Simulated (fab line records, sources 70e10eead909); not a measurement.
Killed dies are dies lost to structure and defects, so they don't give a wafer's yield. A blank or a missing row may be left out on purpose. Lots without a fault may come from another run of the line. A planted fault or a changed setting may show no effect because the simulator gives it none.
fab line records | flow nand_harc
record lots=20 wafers=60 last_day=24
route steps=1159 shown A_CONTACT@901
lots that met no fault: from a run of the same line without faults
start_h: hours from the record's first day to the start of the lot's first wafer shown | wait_h: hours since the lot's step before | " the same as in the row above | L1.1+2: a row that stands for several wafers | - no value, or no start given | * or withheld: withheld | < > ~ a bound
route shown NAME@n: a module of which the file shows steps, and the number in the route of the first | usual: mean/standard deviation of fault-free wafers | same: alike in all rows | chamber/n: place in a boat | sites: the reading at each site | _std_site: their standard deviation | _edge_site: outer sites' mean less inner sites' | radius_mm: how far each site lies from the wafer's centre | mask NAME#n: copy n | behind: the tool/chamber that last shaped the wafer | hold: why the lot was held/for how many hours/how that ended | device: the transistor (n, p or np) that didn't switch | end of line: the same wafers' tests at the end of the route | a step without rows: its recipe alone | killed: dies lost to structure and defects at the first sort, not the wafer's yield | map: a wafer's dies, x killed, . not, _ none there
set.NAME: the setting as run; set.NAME@STEP: as run at that earlier step | model.NAME: the simulator's own value behind a step, which no gauge read
steps of the route over a sample of lots; a table a step, a row a wafer
services: from which hour (start_h, from the record's first day; less than 0 if before it) a tool's chamber was out of use, for how many hours, and why
## steps
# step NHARC_A_CONTACT_ETCH_76
# recipe target_depth_a=2600 over_etch_frac=0.3 time_s=475.3 ion_energy_ev=200 n2_flow_sccm=150 h2_flow_sccm=150 ar_flow_sccm=0 rf_w=400 bias_w=150 chemistry=N2/H2
# usual chamber_pressure_mTorr=29.999/0.028 drypump_motor_current_A=5.87/0.26 oes_product_au=0.999/0.0091 rf_vpp_V=430/3 showerhead_plenum_p_Torr=2.01/0.11 throttle_valve_pct=14.173/0.0094
# columns lot.wafer tool chamber start_h wait_h chamber_pressure_mTorr drypump_motor_current_A oes_product_au rf_hours_counter_h rf_vpp_V showerhead_plenum_p_Torr throttle_valve_pct
L078.1 rie_diel-07 3 - - 30.043 5.71 0.989 27 428 1.93 14.159
L078.4 " 1 " " 30.004 5.65 1.005 28 434 2.18 14.164
L078.3 " 2 " " 29.976 5.95 0.997 27 429 1.93 14.165
L079.4 rie_diel-01 2 - - 29.996 6.18 0.982 23 427 1.94 14.176
L079.1 " 3 " " 29.975 5.23 0.998 24 426 1.88 14.157
L079.3 " 0 " " 29.999 6.07 0.992 24 431 2.09 14.166
L076.1 rie_diel-07 1 - - 30.044 5.68 1.002 30 435 2.18 14.181
L076.2 " 3 " " 29.982 5.73 0.998 29 428 1.93 14.169
L076.6 " 1 " " 29.947 5.67 1.001 - 436 2.18 14.170
L074.2 rie_diel-01 2 - - 30.006 6.19 1.001 25 428 1.93 14.168
L074.1 " 3 " " 29.989 5.25 1.004 26 427 1.88 14.180
L074.5 " 1 " " 29.978 5.84 1.013 - 428 1.96 14.154
L077.4 rie_diel-01 1 - - 30.026 5.81 1.004 27 427 1.96 14.172
L077.2 " 2 " " 30.004 6.18 0.992 25 428 1.94 14.163
L077.3 " 3 " " 30.027 5.24 1.001 26 425 1.88 14.167
L083.2 rie_diel-07 1 - - 30.042 5.69 1.013 1 435 2.18 14.166
L083.1 " 3 " " 29.961 5.73 0.979 1 429 1.93 14.173
L083.6 " 1 " " 30.003 5.68 1.005 - 433 2.18 14.165
L082.2 rie_diel-01 0 - - 30.032 6.06 0.986 36 432 2.08 14.174
L082.1 " 2 " " 30.003 6.19 0.984 35 428 1.93 14.184
L082.5 " 3 " " 30.013 5.26 0.994 - 426 1.88 14.165
L084.1 rie_diel-07 2 - - 29.990 5.95 1.004 3 427 1.93 14.189
L084.4 " 3 " " 30.032 5.72 0.989 3 426 1.93 14.162
L084.3 " 1 " " 30.008 5.69 1.006 3 435 2.18 14.160
L081.2 rie_diel-07 3 - - 30.026 5.69 0.992 3 428 1.93 14.170
L081.1 " 0 " " 30.017 5.96 0.990 3 431 2.07 14.170
L081.6 " 1 " " 29.985 5.65 1.003 - 435 2.18 14.190
L085.3 rie_diel-01 1 - - 29.950 5.81 0.995 42 429 1.96 14.166
L085.2 " 2 " " 29.953 6.18 0.992 40 428 1.93 14.177
L085.1 " 3 " " 30.052 5.24 1.005 40 426 1.88 14.168
L087.2 rie_diel-03 0 - - 30.055 5.84 1.007 23 431 2.00 14.185
L087.4 " 3 " " 29.980 6.15 0.999 - 430 2.00 14.186
L087.5 " 0 " " 29.986 5.83 1.002 - 430 2.00 14.172
L086.1 rie_diel-07 0 459.61 0.1 30.049 5.93 1.009 9 432 2.07 14.183
L086.3 " 0 " " 30.033 5.97 1.005 - 432 2.07 14.160
L086.6 " 2 " " 29.965 5.92 0.991 - 427 1.93 14.165
L088.2 rie_diel-07 0 - - 30.061 5.98 1.002 10 432 2.07 14.158
L088.1 " 1 " " 29.972 5.66 1.014 9 434 2.18 14.174
L088.5 " 3 " " 30.050 5.71 1.003 - 428 1.93 14.165
L090.3 rie_diel-01 0 - - 29.949 6.05 1.002 55 431 2.07 14.183
L090.6 " 1 " " 30.020 5.87 1.012 - 427 1.95 14.172
L090.5 " 2 " " 30.013 6.18 0.993 - 427 1.93 14.166
L091.3 rie_diel-03 0 - - 29.988 5.86 1.002 31 430 2.00 14.183
L091.4 " 2 " " 30.004 6.27 1.000 25 435 2.21 14.161
L091.1 " 3 " " 29.978 6.18 0.998 33 430 2.00 14.171
L092.4 rie_diel-07 2 - - 29.991 5.94 1.005 13 428 1.93 14.181
L092.5 " 2 " " 30.026 5.96 0.999 - 428 1.93 14.181
L092.6 " 3 " " 30.042 5.73 0.995 - 428 1.93 14.174
L094.1 rie_diel-03 2 - - 29.978 6.28 1.011 28 436 2.21 14.178
L094.2 " 0 " " 29.989 5.85 1.007 34 429 2.00 14.164
L094.6 " 2 " " 29.987 6.29 1.010 - 435 2.21 14.167
L093.3 rie_diel-01 0 - - 29.944 6.09 0.984 61 431 2.07 14.175
L093.4 " 2 " " 30.022 6.20 0.983 63 428 1.92 14.172
L093.6 " 1 " " 29.988 5.84 0.994 - 428 1.95 14.172
L097.2 rie_diel-07 1 - - 30.043 5.65 1.007 16 433 2.18 14.164
L097.6 " 2 " " 29.984 5.91 1.010 - 426 1.92 14.173
L097.4 " 3 " " 30.003 5.73 0.998 - 426 1.93 14.171
L095.4 rie_diel-01 0 - - 30.014 6.08 1.005 1 431 2.07 14.182
L095.1 " 2 " " 29.978 6.20 0.993 1 426 1.92 14.161
L095.6 " 0 " " 29.966 6.07 1.000 - 431 2.07 14.177
# step NHARC_A_CONTACT_ETCH_78
# recipe target_depth_a=28000 over_etch_frac=0.3 time_s=728 ion_energy_ev=150 o2_flow_sccm=400 cos_flow_sccm=20 ar_flow_sccm=0 rf_w=500 bias_w=300 chemistry=O2/COS
# usual chamber_pressure_mTorr=20.000/0.018 drypump_motor_current_A=5.86/0.26 oes_product_au=1.000/0.0098 rf_vpp_V=313.5/2.4 showerhead_plenum_p_Torr=3.09/0.15 throttle_valve_pct=28.330/0.0097
# columns lot.wafer tool chamber start_h wait_h chamber_pressure_mTorr drypump_motor_current_A oes_product_au rf_hours_counter_h rf_vpp_V showerhead_plenum_p_Torr throttle_valve_pct
L078.1 rie_diel-07 2 - - 20.019 5.93 0.997 28 312.0 2.97 28.330
L078.4 " 3 " " 20.014 5.72 1.001 27 312.3 2.97 28.332
L078.3 " 0 " " 20.014 5.99 1.016 28 315.6 3.17 28.328
L079.4 rie_diel-01 2 - - 20.003 6.17 0.983 24 310.3 2.98 28.328
L079.3 " 0 " " 19.968 6.09 0.977 24 314.9 3.19 28.314
L079.1 " 1 " " 20.009 5.85 1.003 25 311.8 3.01 28.347
L076.2 rie_diel-07 3 - - 20.023 5.72 0.987 29 311.9 2.97 28.341
L076.1 " 1 " " 20.055 5.64 0.999 30 314.8 3.32 28.332
L076.6 " 2 " " 19.995 5.95 0.990 - 311.8 2.97 28.315
L074.2 rie_diel-01 1 - - 19.978 5.85 0.997 27 312.7 3.01 28.316
L074.1 " 3 " " 19.999 5.24 1.004 26 311.1 2.90 28.344
L074.5 " 1 " " 19.988 5.85 1.018 - 311.6 3.01 28.341
L077.2 rie_diel-01 2 - - 19.997 6.22 0.982 26 311.7 2.97 28.334
L077.4 " 3 " " 20.014 5.24 1.000 26 311.8 2.90 28.325
L077.3 " 0 " " 20.024 6.10 0.990 27 313.2 3.18 28.328
L083.2 rie_diel-07 0 - - 19.977 6.03 0.995 1 314.6 3.16 28.332
L083.1 " 1 " " 20.012 5.65 1.005 1 317.0 3.32 28.324
L083.6 " 0 " " 19.988 6.01 1.001 - 315.4 3.16 28.335
L082.1 rie_diel-01 3 - - 19.987 5.25 1.002 36 310.6 2.90 28.316
L082.2 " 0 " " 20.011 6.06 0.990 37 314.5 3.18 28.323
L082.5 " 3 " " 20.003 5.24 0.992 - 310.7 2.90 28.338
L084.3 rie_diel-07 2 - - 20.013 5.92 1.013 3 312.2 2.97 28.341
L084.1 " 3 " " 20.000 5.72 0.992 3 310.6 2.97 28.339
L084.4 " 0 " " 20.000 5.97 0.997 3 315.4 3.16 28.338
L081.2 rie_diel-07 1 - - 19.975 5.68 1.007 4 317.5 3.32 28.325
L081.1 " 3 " " 20.031 5.73 1.002 4 312.4 2.97 28.332
L081.6 " 1 " " 20.005 5.68 0.995 - 316.9 3.32 28.317
L085.3 rie_diel-01 2 - - 19.952 6.21 0.979 40 311.7 2.97 28.331
L085.1 " 0 " " 19.966 6.03 0.989 41 315.3 3.18 28.324
L085.2 " 1 " " 20.034 5.85 1.002 42 310.9 3.00 28.319
L087.2 rie_diel-03 1 - - 19.992 6.09 1.004 20 317.1 3.36 28.327
L087.4 " 3 " " 20.015 6.16 1.004 - 313.5 3.07 28.323
L087.5 " 0 " " 19.988 5.84 1.006 - 314.0 3.07 28.337
L086.1 rie_diel-07 2 460.27 0.1 19.990 5.95 1.003 10 312.2 2.96 28.328
L086.3 " 2 " " 19.972 5.96 1.006 - 312.3 2.96 28.334
L086.6 " 2 " " 20.023 5.92 1.007 - 310.9 2.96 28.327
L088.2 rie_diel-07 1 - - 19.979 5.66 1.003 9 317.9 3.32 28.333
L088.1 " 3 " " 20.029 5.73 0.992 11 311.4 2.96 28.334
L088.5 " 1 " " 19.984 5.67 1.012 - 318.0 3.32 28.328
L090.3 rie_diel-01 1 - - 19.981 5.83 1.018 58 311.9 3.00 28.337
L090.6 " 3 " " 20.007 5.25 1.006 - 310.6 2.89 28.329
L090.5 " 0 " " 20.004 6.08 0.990 - 314.4 3.17 28.346
L091.4 rie_diel-03 1 - - 19.990 6.11 0.997 27 317.5 3.36 28.320
L091.1 " 2 " " 19.990 6.30 1.008 25 316.1 3.36 28.304
L091.3 " 3 " " 19.969 6.18 1.007 33 314.0 3.06 28.323
L092.4 rie_diel-07 3 - - 20.015 5.74 1.004 12 313.5 2.96 28.344
L092.5 " 1 " " 20.003 5.67 1.014 - 317.2 3.32 28.339
L092.6 " 2 " " 19.993 5.95 1.015 - 311.6 2.96 28.326
L094.1 rie_diel-03 0 - - 20.042 5.82 0.993 34 312.6 3.06 28.325
L094.2 " 1 " " 20.015 6.07 0.983 31 317.3 3.36 28.329
L094.6 " 1 " " 19.997 6.06 0.998 - 317.3 3.36 28.344
L093.3 rie_diel-07 0 - - 20.002 5.93 1.004 14 312.6 3.16 28.334
L093.4 " 2 " " 19.974 5.93 1.012 16 312.3 2.96 28.332
L093.6 " 1 " " 20.014 5.67 1.009 - 318.0 3.32 28.323
L097.2 rie_diel-07 1 - - 20.005 5.65 1.008 16 316.4 3.31 28.319
L097.4 " 3 " " 20.011 5.74 1.013 - 312.2 2.96 28.317
L097.6 " 1 " " 20.012 5.67 1.010 - 317.0 3.31 28.327
L095.1 rie_diel-01 0 - - 20.000 6.07 0.989 2 314.3 3.17 28.328
L095.4 " 1 " " 19.971 5.85 0.992 2 313.7 2.99 28.333
L095.6 " 0 " " 20.005 6.08 0.985 - 313.7 3.17 28.333
# step NHARC_A_CONTACT_ETCH_132
# recipe source_w=withheld pressure_mtorr=20 bias_v=1200 time_s=156 target_depth_a=9580 ar_flow_sccm=withheld c4f8_flow_sccm=withheld o2_flow_sccm=withheld chemistry=C4F8/O2/Ar
# usual chamber_pressure_mTorr=19.999/0.019
# columns lot.wafer tool chamber start_h wait_h chamber_pressure_mTorr rf_hours_counter_h
L078.1 har_cap_etch-02 0 387.02 0.1 19.971 12
L078.4 " 0 " " 20.017 -
L078.3 " 1 " " 20.001 -
L079.1 har_cap_etch-01 1 392.16 0.1 19.998 60
L079.4 " 1 " " 19.992 -
L079.3 " 0 " " 20.010 -
L076.2 har_cap_etch-02 0 392.70 0.1 19.982 14
L076.1 " 1 " " 20.022 14
L076.6 " 1 " " 20.023 -
L074.1 har_cap_etch-03 1 398.05 0.1 20.002 87
L074.2 " 0 " " 20.002 87
L074.5 " 1 " " 19.992 -
L077.2 har_cap_etch-01 0 398.58 0.1 19.965 62
L077.4 " 0 " " 20.014 -
L077.3 " 1 " " 19.998 -
L083.1 har_cap_etch-03 1 422.98 0.1 19.986 91
L083.2 " 0 " " 19.997 91
L083.6 " 0 " " 20.019 -
L082.1 har_cap_etch-03 0 428.70 0.1 20.011 93
L082.2 " 1 " " 20.018 93
L082.5 " 0 " " 20.001 -
L084.1 har_cap_etch-01 0 433.77 0.1 19.989 68
L084.4 " 1 " " 20.000 -
L084.3 " 0 " " 20.013 -
L081.1 har_cap_etch-03 1 435.10 0.1 20.003 94
L081.2 " 0 " " 20.014 94
L081.6 " 0 " " 19.981 -
L085.1 har_cap_etch-02 0 444.04 0.1 20.014 22
L085.2 " 1 " " 20.003 22
L085.3 " 1 " " 19.984 -
L087.2 har_cap_etch-02 0 460.62 0.2 20.025 24
L087.4 " 0 " " 19.948 -
L087.5 " 1 " " 20.000 -
L086.1 har_cap_etch-03 0 462.32 0.1 20.016 99
L086.3 " 0 " " 20.012 -
L086.6 " 0 " " 20.015 -
L088.2 har_cap_etch-01 1 472.74 0.1 20.016 75
L088.1 " 0 " " 19.940 75
L088.5 " 1 " " 20.006 -
L090.3 har_cap_etch-03 1 473.75 0.1 19.999 -
L090.6 " 1 " " 20.008 -
L090.5 " 0 " " 20.015 -
L091.1 har_cap_etch-02 1 478.22 0.1 20.011 28
L091.3 " 0 " " 20.001 -
L091.4 " 1 " " 19.993 -
L092.4 har_cap_etch-01 1 478.82 0.1 20.022 -
L092.5 " 1 " " 19.990 -
L092.6 " 0 " " 20.020 -
L094.1 har_cap_etch-03 1 493.60 0.1 20.010 105
L094.2 " 0 " " 19.980 105
L094.6 " 0 " " 19.991 -
L093.4 har_cap_etch-02 1 493.87 0.1 19.990 -
L093.3 " 0 " " 19.974 -
L093.6 " 1 " " 20.025 -
L097.2 har_cap_etch-03 1 507.12 0.1 20.002 107
L097.4 " 1 " " 19.989 -
L097.6 " 1 " " 20.016 -
L095.1 har_cap_etch-01 1 508.03 0.1 19.971 81
L095.4 " 1 " " 19.987 -
L095.6 " 0 " " 19.991 -
# step NHARC_A_CONTACT_DEP_84
# recipe target_thk_a=20000 temp_c=400 material=aC
# usual susceptor_temp_C=399.93/0.24 throttle_valve_pct=35.001/0.0086
# columns lot.wafer tool chamber start_h wait_h susceptor_temp_C throttle_valve_pct
L078.1 acl_dep-01 0 391.57 - 400.24 34.999
L078.3 " 0 " " 400.20 34.992
L078.4 " 0 " " 399.88 35.008
L079.1 acl_dep-02 0 396.25 - 400.21 35.002
L079.3 " 0 " " 399.81 35.003
L079.4 " 0 " " 399.91 34.990
L076.1 acl_dep-01 0 396.46 - 400.38 35.003
L076.2 " 0 " " 400.16 35.011
L076.6 " 0 " " 400.09 34.999
L074.1 acl_dep-02 0 400.69 - - 35.007
L074.2 " 0 " " - 35.011
L074.5 " 0 " " - 34.995
L077.2 acl_dep-01 0 401.17 - 400.33 34.974
L077.3 " 0 " " 400.03 34.993
L077.4 " 0 " " 399.87 35.003
L083.1 acl_dep-03 0 425.83 - 400.44 35.002
L083.2 " 0 " " 399.93 35.011
L083.6 " 0 " " 400.30 35.013
L082.1 acl_dep-02 0 430.56 - 399.76 35.006
L082.2 " 0 " " 399.80 34.989
L082.5 " 0 " " 399.96 35.001
L084.1 acl_dep-02 0 435.68 - 400.01 34.982
L084.3 " 0 " " 399.88 35.000
L084.4 " 0 " " 399.69 34.995
L081.1 acl_dep-03 0 436.97 - 399.99 34.991
L081.2 " 0 " " 399.85 34.999
L081.6 " 0 " " 400.34 34.995
L085.1 acl_dep-01 0 446.03 - - 35.002
L085.2 " 0 " " - 35.007
L085.3 " 0 " " - 34.998
L087.2 acl_dep-02 0 464.80 - - 35.017
L087.4 " 0 " " - 34.999
L087.5 " 0 " " - 35.002
L086.1 acl_dep-01 0 467.47 - - 34.993
L086.3 " 0 " " - 35.007
L086.6 " 0 " " - 34.998
L088.1 acl_dep-01 0 474.60 - 399.85 34.997
L088.2 " 0 " " 400.07 34.991
L088.5 " 0 " " 399.97 35.013
L090.3 acl_dep-03 0 477.72 - 399.72 34.994
L090.5 " 0 " " 399.82 34.994
L090.6 " 0 " " 399.52 34.987
L091.1 acl_dep-03 0 485.47 - 400.07 35.007
L091.3 " 0 " " 400.10 34.994
L091.4 " 0 " " 400.38 34.987
L092.4 acl_dep-02 0 486.59 - 399.57 34.993
L092.5 " 0 " " 399.66 35.014
L092.6 " 0 " " 399.90 34.998
L094.1 acl_dep-01 0 495.67 - 399.81 34.990
L094.2 " 0 " " 399.88 34.996
L094.6 " 0 " " 399.64 35.011
L093.3 acl_dep-03 0 497.33 - 399.82 34.995
L093.4 " 0 " " 399.66 35.005
L093.6 " 0 " " 400.00 34.991
L097.2 acl_dep-02 0 509.29 - 399.55 35.012
L097.4 " 0 " " 399.60 35.013
L097.6 " 0 " " 399.60 35.002
L095.1 acl_dep-01 0 511.41 - - 34.998
L095.4 " 0 " " - 35.009
L095.6 " 0 " " - 35.007
# step NHARC_A_CONTACT_ETCH_88
# recipe target_depth_a=390 over_etch_frac=0.3 time_s=65 ion_energy_ev=80 cf4_flow_sccm=150 ar_flow_sccm=0 rf_w=300 bias_w=100 chemistry=CF4
# usual chamber_pressure_mTorr=50.00/0.045 drypump_motor_current_A=5.85/0.26 oes_product_au=1.000/0.0091 rf_vpp_V=150.9/1.3 showerhead_plenum_p_Torr=1.75/0.084 throttle_valve_pct=13.284/0.0097
# columns lot.wafer tool chamber start_h wait_h chamber_pressure_mTorr drypump_motor_current_A oes_product_au rf_hours_counter_h rf_vpp_V showerhead_plenum_p_Torr throttle_valve_pct
L078.3 rie_diel-07 0 393.86 0.1 49.99 5.98 1.002 30 151.7 1.79 13.283
L078.4 " 1 " " 49.99 5.65 1.002 31 151.6 1.88 13.275
L078.1 " 2 " " 50.04 5.90 0.995 31 148.3 1.68 13.285
L079.3 rie_diel-01 2 398.52 0.1 50.04 6.19 0.983 27 150.4 1.69 13.296
L079.4 " 3 " " 49.98 5.20 1.000 27 150.4 1.65 13.284
L079.1 " 1 " " 50.03 5.84 0.997 28 151.5 1.71 13.282
L076.1 rie_diel-07 0 398.73 0.1 49.92 5.94 0.999 32 151.9 1.79 13.281
L076.2 " 1 " " 50.00 5.63 0.991 32 152.6 1.88 13.286
L076.6 " 1 " " 49.99 5.66 0.995 - 151.9 1.88 13.292
L074.1 rie_diel-07 1 402.97 0.1 50.01 5.66 1.000 34 153.3 1.88 13.283
L074.2 " 0 " " 50.01 5.99 1.007 34 151.3 1.79 13.280
L074.5 " 1 " " 50.03 5.65 0.996 - 153.7 1.88 13.283
L077.3 rie_diel-07 3 403.46 0.1 50.03 5.71 0.998 33 148.7 1.68 13.276
L077.4 " 0 " " 50.03 5.91 1.004 34 150.4 1.79 13.291
L077.2 " 1 " " 50.03 5.66 0.992 34 152.8 1.88 13.278
L083.2 rie_diel-01 0 428.34 0.3 50.01 6.07 0.977 37 151.7 1.80 13.282
L083.1 " 1 " " 49.93 5.83 0.992 37 149.6 1.70 13.276
L083.6 " 3 " " 50.02 5.24 0.992 - 149.5 1.64 13.285
L082.1 rie_diel-07 3 433.02 0.2 49.98 5.71 0.989 3 150.0 1.68 13.301
L082.2 " 0 " " 50.00 5.86 0.989 3 151.7 1.79 13.275
L082.5 " 1 " " 50.07 5.66 1.001 - 152.2 1.88 13.263
L084.1 rie_diel-07 3 438.06 0.1 50.06 5.72 0.989 5 149.9 1.68 13.276
L084.4 " 0 " " 50.02 6.00 0.998 5 151.7 1.79 13.264
L084.3 " 1 " " 50.00 5.66 0.998 5 152.2 1.88 13.294
L081.1 rie_diel-03 3 439.23 0.1 50.05 6.16 1.003 16 150.6 1.74 13.289
L081.2 " 2 " " 50.04 6.33 1.012 14 153.1 1.90 13.283
L081.6 " 3 " " 50.02 6.16 1.001 - 150.0 1.74 13.273
L085.3 rie_diel-01 0 448.17 0.1 50.02 6.05 0.997 42 151.6 1.80 13.283
L085.1 " 1 " " 50.00 5.81 1.006 43 149.8 1.70 13.309
L085.2 " 2 " " 49.97 6.19 0.993 41 150.6 1.68 13.280
L087.4 rie_diel-07 0 466.72 0.1 49.91 5.95 0.992 9 150.0 1.79 13.282
L087.2 " 1 " " 50.02 5.66 0.997 7 153.1 1.88 13.278
L087.5 " 2 " " 50.03 5.95 1.000 - 151.7 1.68 13.281
L086.1 rie_diel-01 1 469.72 0.1 50.03 5.84 1.015 57 148.1 1.70 13.289
L086.3 " 2 " " 49.97 6.19 0.992 53 150.0 1.68 13.289
L086.6 " 0 " " 50.01 6.07 1.002 - 151.9 1.80 13.291
L088.1 rie_diel-07 3 476.76 0.1 50.00 5.73 0.995 11 150.3 1.68 13.299
L088.2 " 1 " " 50.01 5.68 1.001 10 154.0 1.88 13.285
L088.5 " 2 " " 49.99 5.95 1.009 - 149.9 1.68 13.283
L090.3 rie_diel-07 0 479.59 0.1 49.95 5.94 1.008 12 152.6 1.79 13.292
L090.5 " 1 " " 50.09 5.65 1.008 - 154.0 1.88 13.270
L090.6 " 2 " " 50.04 5.96 1.018 - 150.7 1.68 13.289
L091.4 rie_diel-01 2 487.62 0.1 50.02 6.18 0.998 60 150.6 1.68 13.287
L091.3 " 3 " " 50.07 5.22 1.007 59 149.8 1.64 13.291
L091.1 " 0 " " 49.98 6.05 0.987 60 151.9 1.79 13.273
L092.4 rie_diel-03 0 488.11 0.1 49.94 5.83 1.008 33 150.9 1.73 13.261
L092.5 " 3 " " 49.99 6.16 1.010 - 150.8 1.74 13.270
L092.6 " 0 " " 49.98 5.84 1.007 - 150.5 1.73 13.284
L094.1 rie_diel-03 2 498.39 0.5 49.93 6.29 1.016 30 152.4 1.90 13.285
L094.2 " 3 " " 49.96 6.17 1.006 38 149.9 1.73 13.278
L094.6 " 3 " " 50.03 6.16 1.003 - 150.8 1.73 13.272
L093.4 rie_diel-07 2 499.24 0.2 50.02 5.94 1.012 - 149.1 1.68 13.285
L093.3 " 1 " " 50.03 5.64 1.001 - 151.9 1.88 13.284
L093.6 " 1 " " 49.99 5.64 1.004 - 151.2 1.88 13.285
L097.2 rie_diel-07 1 511.41 0.1 50.04 5.67 1.017 17 151.0 1.87 13.278
L097.4 " 2 " " 49.95 5.96 1.015 - 150.7 1.68 13.278
L097.6 " 3 " " 49.96 5.73 1.004 - 151.4 1.68 13.288
L095.4 rie_diel-03 3 513.67 0.2 50.00 6.16 0.998 46 149.9 1.73 13.276
L095.1 " 1 " " 49.95 6.07 1.001 40 152.6 1.90 13.289
L095.6 " 2 " " 49.97 6.31 1.006 - 151.5 1.90 13.309
# step NHARC_A_CONTACT_ETCH_92
# recipe target_depth_a=400 over_etch_frac=0.5 time_s=85.7 ion_energy_ev=120 ch3f_flow_sccm=50 o2_flow_sccm=30 ar_flow_sccm=200 rf_w=500 bias_w=100 chemistry=CH3F/O2
# usual chamber_pressure_mTorr=25.000/0.025 drypump_motor_current_A=5.88/0.26 oes_product_au=0.94/0.031 rf_vpp_V=244.1/2 showerhead_plenum_p_Torr=2.45/0.13 throttle_valve_pct=20.662/0.0094
# columns lot.wafer tool chamber start_h wait_h chamber_pressure_mTorr drypump_motor_current_A oes_product_au rf_hours_counter_h rf_vpp_V showerhead_plenum_p_Torr throttle_valve_pct
L078.4 rie_diel-07 0 396.04 0.3 24.987 5.99 0.93 32 245.3 2.49 20.673
L078.1 " 1 " " 25.001 5.65 0.92 32 247.0 2.62 20.659
L078.3 " 3 " " 25.026 5.71 0.92 31 242.4 2.34 20.654
L079.3 rie_diel-07 0 400.91 0.3 25.001 5.89 0.93 33 245.1 2.49 20.651
L079.4 " 1 " " 25.040 5.68 0.92 33 245.2 2.62 20.660
L079.1 " 3 " " 24.969 5.73 0.92 32 242.8 2.34 20.650
L076.1 rie_diel-01 2 400.94 0.3 25.012 6.21 1.00 27 242.7 2.34 20.669
L076.2 " 3 " " 25.027 5.24 1.01 28 240.9 2.28 20.658
L076.6 " 3 " " 24.994 5.23 1.02 - 240.4 2.28 20.660
L074.1 rie_diel-07 2 404.98 0.4 24.991 5.95 0.93 34 241.4 2.33 20.658
L074.2 " 1 " " 25.021 5.67 0.92 35 248.3 2.62 20.674
L074.5 " 2 " " 25.055 5.95 0.93 - 242.2 2.33 20.664
L077.3 rie_diel-01 0 406.12 0.4 25.013 6.06 0.92 30 245.3 2.51 20.674
L077.4 " 1 " " 24.962 5.82 0.94 31 243.2 2.37 20.666
L077.2 " 2 " " 24.992 6.21 0.92 29 242.5 2.34 20.649
L083.1 rie_diel-07 1 430.59 0.4 24.992 5.66 0.92 3 247.0 2.62 20.681
L083.2 " 0 " " 24.985 5.94 0.92 3 245.0 2.49 20.672
L083.6 " 1 " " 24.951 5.64 0.92 - 247.2 2.62 20.653
L082.1 rie_diel-03 1 435.28 0.4 24.998 6.08 1.00 12 245.4 2.66 20.657
L082.2 " 2 " " 25.027 6.27 1.01 13 247.6 2.66 20.650
L082.5 " 0 " " 25.002 5.84 1.00 - 243.8 2.42 20.678
L084.4 rie_diel-07 0 440.52 0.2 25.026 5.95 0.93 6 246.1 2.49 20.668
L084.3 " 2 " " 25.004 5.92 0.93 6 242.5 2.33 20.664
L084.1 " 3 " " 25.050 5.72 0.93 6 241.7 2.33 20.657
L081.2 rie_diel-03 3 441.25 0.4 25.018 6.15 0.92 17 242.9 2.42 20.657
L081.1 " 0 " " 24.981 5.86 0.92 16 245.5 2.42 20.667
L081.6 " 2 " " 24.991 6.28 0.91 - 247.8 2.65 20.662
L085.2 rie_diel-07 2 450.16 0.4 24.981 5.94 0.92 7 243.5 2.33 20.674
L085.1 " 3 " " 24.994 5.69 0.92 7 243.3 2.33 20.671
L085.3 " 0 " " 25.001 5.95 0.93 7 243.2 2.49 20.666
L087.2 rie_diel-03 3 468.85 0.4 24.980 6.16 0.91 30 243.9 2.41 20.664
L087.4 " 0 " " 25.060 5.83 0.93 28 243.9 2.41 20.671
L087.5 " 1 " " 25.006 6.07 0.92 - 247.7 2.65 20.661
L086.3 rie_diel-01 0 471.79 0.3 24.996 6.06 0.93 55 244.0 2.50 20.664
L086.1 " 2 " " 24.989 6.19 0.91 54 242.1 2.33 20.676
L086.6 " 0 " " 24.987 6.07 0.92 - 246.2 2.50 20.659
L088.2 rie_diel-03 3 479.07 0.5 24.997 6.16 0.91 33 244.1 2.41 20.661
L088.1 " 2 " " 25.023 6.32 0.94 25 247.6 2.65 20.655
L088.5 " 0 " " 24.979 5.85 0.92 - 243.2 2.41 20.649
L090.3 rie_diel-01 1 481.66 0.3 24.951 5.82 0.93 63 242.7 2.36 20.679
L090.5 " 3 " " 24.959 5.23 0.92 - 241.6 2.27 20.655
L090.6 " 1 " " 24.984 5.83 0.93 - 242.8 2.35 20.664
L091.3 rie_diel-07 1 489.61 0.3 25.038 5.64 0.93 12 246.7 2.62 20.640
L091.4 " 2 " " 25.020 5.93 0.95 16 241.5 2.33 20.661
L091.1 " 0 " " 24.977 5.94 0.93 13 244.7 2.49 20.667
L092.4 rie_diel-07 2 490.15 0.3 25.023 5.93 0.93 16 242.2 2.33 20.678
L092.5 " 3 " " 24.965 5.70 0.92 - 243.6 2.33 20.661
L092.6 " 0 " " 25.035 5.98 0.93 - 244.4 2.49 20.651
L094.1 rie_diel-07 2 500.88 0.4 24.966 5.96 0.94 18 243.8 2.33 20.659
L094.2 " 1 " " 25.029 5.66 0.94 14 246.0 2.61 20.652
L094.6 " 1 " " 24.979 5.65 0.94 - 246.7 2.61 20.671
L093.3 rie_diel-01 2 501.73 0.3 24.998 6.20 0.99 0 243.5 2.33 20.667
L093.4 " 0 " " 24.979 6.07 0.98 0 245.3 2.49 20.646
L093.6 " 1 " " 25.031 5.84 0.99 - 241.8 2.35 20.651
L097.2 rie_diel-07 3 513.56 0.4 24.998 5.70 0.91 18 241.8 2.33 20.654
L097.6 " 3 " " 24.976 5.74 0.90 - 242.6 2.33 20.660
L097.4 " 1 " " 24.959 5.65 0.92 - 247.5 2.61 20.653
L095.1 rie_diel-07 1 515.81 0.4 24.989 5.65 0.93 18 246.5 2.61 20.660
L095.6 " 2 " " 24.988 5.94 0.93 - 243.1 2.33 20.673
L095.4 " 3 " " 24.968 5.73 0.92 - 242.7 2.33 20.652
## services
# columns tool chamber start_h hours kind
rie_diel-07 0 384.57 - clean
rie_diel-07 1 384.57 - clean
rie_diel-07 2 384.57 - clean
rie_diel-07 3 384.57 - clean
rie_diel-01 1 390.82 1.7 repair
rie_diel-03 3 392.04 7.1 repair
rie_diel-03 - 392.31 9.0 pm
rie_diel-07 3 403.93 - consumable_replace:focus_ring
rie_diel-07 3 403.93 9.0 scheduled_down
rie_diel-07 3 403.93 9.0 vent_cycle
rie_diel-07 - 405.54 9.0 pm
rie_diel-07 0 405.54 9.0 vent_cycle
rie_diel-07 1 405.54 9.0 vent_cycle
rie_diel-07 2 405.54 9.0 vent_cycle
acl_dep-03 - 406.42 13.0 pm
rie_diel-07 1 443.78 15.8 repair
rie_diel-07 3 455.74 8.6 repair
rie_diel-03 2 456.52 8.6 repair
rie_diel-07 0 460.08 4.2 repair
acl_dep-01 - 475.85 13.0 pm
rie_diel-01 0 480.72 6.3 repair
rie_diel-01 - 491.87 9.0 pm
rie_diel-07 0 496.93 32.6 repair
har_cap_etch-01 - 504.48 0.3 repair
## key
fault none
